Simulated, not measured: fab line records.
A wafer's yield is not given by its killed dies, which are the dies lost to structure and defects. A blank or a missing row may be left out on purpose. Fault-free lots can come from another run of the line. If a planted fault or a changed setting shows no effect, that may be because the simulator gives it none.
2 desks looking at one fault / flow n5Finfet / every desk sees just its own numbers, and what lay behind them comes last

DESK OF THE TOOL OWNER: aldMetal-04
The tool's own readings at N5_BEOL_M4_ALD_84 (deposits TaN, pulse time 2 s, purge time 3 s, co reactant purge time 2 s): means of the sampled wafers that have a number, for each lot that ran on this tool. The brackets show how far a lot's mean lies from the usual mean; more than 4 standard deviations puts the lot out of limits, marked OUT.
Columns: A = heaterPowerW at N5_BEOL_M4_ALD_84, usual 434 W
lot=L341; first seen here=day 8 05:18; A=437
lot=L343; first seen here=day 10 00:04; A=467
lot=L344; first seen here=day 10 03:28; A=472
lot=L350; first seen here=day 11 02:56; A=466
lot=L358; first seen here=day 13 06:02; A=444
Finding of this desk: none of the 5 lots has anything out of limits.

FROM THE METROLOGY DESK
Means of the sampled wafers that have a number, per lot and without regard to the tool the lot ran on: this is what the gauges read. The brackets show how far a lot's mean lies from the usual mean; more than 4 standard deviations puts the lot out of limits, marked OUT. Readings shown: 7 of its 10, picked as those furthest out on some lot.
Columns: A = DIBL_N at N5_BEOL_M4_RC_MEAS_101, usual 36.4 mV/V; B = DIBL_P at N5_BEOL_M4_RC_MEAS_101, usual 35.8 mV/V; C = IOFF_N at N5_BEOL_M4_RC_MEAS_101, usual 0.154 nA/um; D = SS_N at N5_BEOL_M4_RC_MEAS_101, usual 71.5 mV/dec; E = SS_P at N5_BEOL_M4_RC_MEAS_101, usual 73.2 mV/dec; F = VT_N at N5_BEOL_M4_RC_MEAS_101, usual 250.4 mV; G = VT_P at N5_BEOL_M4_RC_MEAS_101, usual -250 mV
lot=L339; first seen here=day 8 08:09; A=38.3; B=36.5; C=0.166; D=71.7; E=73.6; F=249.5; G=-253
lot=L341; first seen here=day 8 09:25; A=36.6; B=37.5; C=0.166; D=71.6; E=73.5; F=248.9; G=-252
lot=L343; first seen here=day 10 03:44; A=35.8; B=34.2; C=0.142; D=71.2; E=72.8; F=252.3; G=-253
lot=L344; first seen here=day 10 07:44; A=35.1; B=33.0; C=0.141; D=70.8; E=72.5; F=248.9; G=-250
lot=L350; first seen here=day 11 06:53; A=38.4; B=38.0; C=0.180; D=71.9; E=74.4; F=246.1; G=-248
lot=L354; first seen here=day 12 21:00; A=35.9; B=35.2; C=0.149; D=71.2; E=72.8; F=253.0; G=-246
lot=L356; first seen here=day 13 00:23; A=36.4; B=35.7; C=0.156; D=71.6; E=72.6; F=250.6; G=-251
lot=L358; first seen here=day 13 09:31; A=36.1; B=36.1; C=0.147; D=71.7; E=73.2; F=250.6; G=-246
lot=L357; first seen here=day 13 10:49; A=37.4; B=35.3; C=0.142; D=71.9; E=73.5; F=252.9; G=-248
Finding of this desk: none of the 9 lots has anything out of limits.

PUT TOGETHER
The desk of the tool owner found nothing out of limits.
The metrology desk saw nothing out of limits.

WHAT THE SIMULATOR PUT IN
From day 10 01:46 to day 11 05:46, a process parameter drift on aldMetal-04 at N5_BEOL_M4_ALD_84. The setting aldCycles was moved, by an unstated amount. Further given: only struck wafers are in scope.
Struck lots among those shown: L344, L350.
